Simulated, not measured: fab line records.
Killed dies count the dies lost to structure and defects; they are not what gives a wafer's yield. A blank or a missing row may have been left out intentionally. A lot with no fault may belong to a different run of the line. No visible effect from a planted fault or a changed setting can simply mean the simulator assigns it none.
A lot that was struck, set against a sound lot    flow nand harc    14 out of 1302 route steps
Sound: these wafers, L589.2, L589.3, L589.4. Struck: wafers L600.1, L600.6. (L600.2 of the same lot was not struck and is left out.) The cause comes at the end.
Per side, at each step with rows, come the tool, then ch with its chambers, and then its first start. Under that, the readings that differ: sound wafers    struck wafers    difference of the means    sigmas: that difference in standard deviations of wafers without a fault.
alike: words and numbers the same on both sides, and readings whose means are apart by under 2 such deviations; not compared: readings that were withheld, readings missing a value for some wafer, numbers with overlapping values and no deviation given by the record, and bounds like >300 which may hide the same value.
The two part at a step that has a row with sigmas, a row that says differs or no value, or rows on one side only. Numbers that don't overlap but have no deviation are shown without sigmas and don't part them. Lack of a reading on every wafer of one side parts them only where that side has two or more wafers.

first, 8 steps without rows for these wafers: NHARC_THIN_TSV_DEHYDRATE_25 (time 120 s); NHARC_THIN_TSV_HMDS_26 (time 30 s); NHARC_THIN_TSV_COAT_27; NHARC_THIN_TSV_SOFTBAKE_28 (time 95 s); NHARC_THIN_TSV_EBR_29; NHARC_THIN_TSV_EXPOSE_30 (exposes mask PAD); NHARC_THIN_TSV_PEB_31 (peb time 85 s); NHARC_THIN_TSV_DEVELOP_32 (time 70 s).
NHARC_THIN_TSV_CD_MEAS_33: target cd 5000 nm.
  sound on cd sem-02 ch 0, day 27 05:10; struck on cd sem-02 ch 0, day 31 19:55
  alike: cd nm
then, 1 step without rows for these wafers: NHARC_THIN_TSV_HARDBAKE_34 (time 80 s).
NHARC_THIN_TSV_DESCUM_35: chemistry O2, time 3 s.
  sound on rie diel-03 ch 0,1,3, day 27 05:19; struck on rie diel-12 ch 0,1, day 31 20:05
  alike: drypump motor current A, oes product au, rf vpp V, showerhead plenum p Torr, throttle valve pct
  not compared: rf hours counter h
NHARC_THIN_TSV_ETCH_59: etches the open film in Cl2/BCl3, target depth 880 nm, time 138.1 s.
  sound on rie metal-03 ch 0,1, day 27 05:29; struck on rie metal-02 ch 1, day 31 20:13
  alike: bias w, drypump motor current A, oes product au, run length s, throttle valve pct
  not compared: rf hours counter h
NHARC_THIN_TSV_ETCH_36: etches the open film in Cl2/BCl3, target depth 65 nm, time 18.571 s.
  sound on rie metal-03 ch 0,1, day 27 05:42; struck on rie metal-02 ch 0,1, day 31 20:28
reading           sound           struck     difference  sigmas
run length s (s)  39.7 40.1 39.8  35.4 35.4  -4.5        -12
  alike: drypump motor current A, oes product au
  not compared: rf hours counter h
NHARC_THIN_TSV_STRIP_56: strips in O2.
  sound on plasma asher-02 ch 0,1, day 27 06:05; struck on plasma asher-01 ch 0,1, day 31 20:34
  alike: drypump motor current A, heater power w, temp c
  not compared: rf hours counter h

== WHERE THEY PART ==
Only at NHARC_THIN_TSV_ETCH_36, as far as this record shows. Later steps at which nothing parts them and some readings are alike: NHARC_THIN_TSV_STRIP_56.

WHY: the cause the simulator had injected
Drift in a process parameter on rie metal-02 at NHARC_THIN_TSV_ETCH_36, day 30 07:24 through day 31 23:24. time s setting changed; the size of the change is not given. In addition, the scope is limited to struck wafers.
